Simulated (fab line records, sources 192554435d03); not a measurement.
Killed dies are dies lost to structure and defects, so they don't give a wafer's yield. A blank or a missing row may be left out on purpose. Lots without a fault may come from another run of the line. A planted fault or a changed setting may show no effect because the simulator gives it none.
Split-lot experiment | flow n5_finfet | 7 lots, 39 wafers read, on a route of 1938 steps

THE SPLIT
At N5_HKMG_FIN_DEVELOP_48 (develop time 30 s), the setting develop_time_s was moved away from the recipe's 30 s on 18 of the 39 wafers read, by -52.5% to +28.0%. The other wafers ran this setting at the recipe's value.

The file shows no step between the split and the reading.

THE READING
cd_nm, in nm, at N5_HKMG_FIN_CD_MEAS_49 (target cd 202 nm). Fault-free wafers of this fab line usually give 202.6 nm, standard deviation 0.79 nm.

wafer  | tool, chamber at the split | develop_time_s as run, s | against the recipe | cd_nm, nm | against lot-mates on the recipe
L074.1 | litho_track-02, 0          | 38.41                    | +28.0%             | 204.1     | +1.5
L074.2 | litho_track-02, 0          | 30                       | recipe             | 202.8     | -
L074.3 | litho_track-02, 0          | 38.41                    | +28.0%             | 203.3     | +0.7
L074.4 | litho_track-02, 0          | 30                       | recipe             | 203.3     | -
L074.5 | litho_track-02, 0          | 30                       | recipe             | 201.6     | -
L074.6 | litho_track-02, 0          | 38.41                    | +28.0%             | 203.7     | +1.1
L076.1 | litho_track-02, 0          | 30                       | recipe             | 202.9     | -
L076.2 | litho_track-02, 0          | 30                       | recipe             | 204.1     | -
L076.3 | litho_track-02, 0          | 36.78                    | +22.6%             | 204.1     | +0.4
L076.4 | litho_track-02, 0          | 30                       | recipe             | 204.2     | -
L076.5 | litho_track-02, 0          | 36.78                    | +22.6%             | 204.7     | +1.0
L076.6 | litho_track-02, 0          | 36.78                    | +22.6%             | 204.0     | +0.3
L080.1 | litho_track-01, 0          | 30                       | recipe             | 202.9     | -
L080.2 | litho_track-01, 0          | 30                       | recipe             | 203.6     | -
L080.3 | litho_track-01, 0          | 14.26                    | -52.5%             | 199.4     | -4.0
L080.4 | litho_track-01, 0          | 14.26                    | -52.5%             | 199.6     | -3.8
L080.5 | litho_track-01, 0          | 14.26                    | -52.5%             | 199.6     | -3.8
L080.6 | litho_track-01, 0          | 30                       | recipe             | 203.7     | -
L087.1 | litho_track-02, 0          | 20.56                    | -31.5%             | 199.2     | -3.0
L087.2 | litho_track-02, 0          | 20.56                    | -31.5%             | 200.7     | -1.5
L087.3 | litho_track-02, 0          | 30                       | recipe             | 202.6     | -
L087.4 | litho_track-02, 0          | 30                       | recipe             | 201.6     | -
L087.5 | litho_track-02, 0          | 20.56                    | -31.5%             | 199.8     | -2.4
L087.6 | litho_track-02, 0          | 30                       | recipe             | 202.3     | -
L092.1 | litho_track-02, 0          | 36.29                    | +21.0%             | 203.2     | +0.0
L092.2 | litho_track-02, 0          | 30                       | recipe             | 203.3     | -
L092.3 | litho_track-02, 0          | 36.29                    | +21.0%             | 204.5     | +1.3
L092.4 | litho_track-02, 0          | 36.29                    | +21.0%             | 203.1     | -0.1
L092.5 | litho_track-02, 0          | 30                       | recipe             | 202.7     | -
L092.6 | litho_track-02, 0          | 30                       | recipe             | 203.5     | -
L096.2 | litho_track-01, 0          | 30                       | recipe             | 203.8     | -
L096.4 | litho_track-01, 0          | 30                       | recipe             | 203.1     | -
L096.5 | litho_track-01, 0          | 30                       | recipe             | 204.0     | -
L097.1 | litho_track-02, 0          | 30                       | recipe             | 202.4     | -
L097.2 | litho_track-02, 0          | 30                       | recipe             | 202.9     | -
L097.3 | litho_track-02, 0          | 30                       | recipe             | 202.3     | -
L097.4 | litho_track-02, 0          | 16.97                    | -43.4%             | 198.1     | -4.4
L097.5 | litho_track-02, 0          | 16.97                    | -43.4%             | 201.2     | -1.3
L097.6 | litho_track-02, 0          | 16.97                    | -43.4%             | 200.0     | -2.5

THE FIT
A straight line over all 39 wafers: cd_nm changes by +0.0632 nm for each +1% of develop_time_s; r = +0.88; the points scatter about the line by 0.83 nm.
The same after taking each lot's own level away (the mean of its wafers on the recipe; 39 wafers): +0.0587 nm for each +1%; r = +0.90; scatter 0.67 nm.
On that fit, the largest move of develop_time_s shifts the reading by 3.1 nm.
The lots' own levels span 202.17 to 203.73 nm, that is 2.0 times the standard deviation above.
So the lot-to-lot level changes the slope little: the two slopes agree.
Check: with one of the wafers moved furthest among these (-52.5%) left out of the fit, the line predicts -3.25 nm for it against its lot-mates. It came out at -4 nm against them.

OTHER SPLITS ON THESE WAFERS
These wafers also went through other splits before the reading. Each is held against what the fit with the lots' levels taken away leaves over:
other split on the same wafers     | wafers away from the commonest value | r with cd_nm (lot level and that fit taken away)
N5_ZERO_LAYER_PECVD_02 time_s      | 15                                   | +0.09
N5_SD_EPI_N_ETCH_16 target_depth_a | 18                                   | -0.01

THE FILE'S OWN FIT
cd_nm changes by +0.0608 nm for each +1% of develop_time_s, r = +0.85.
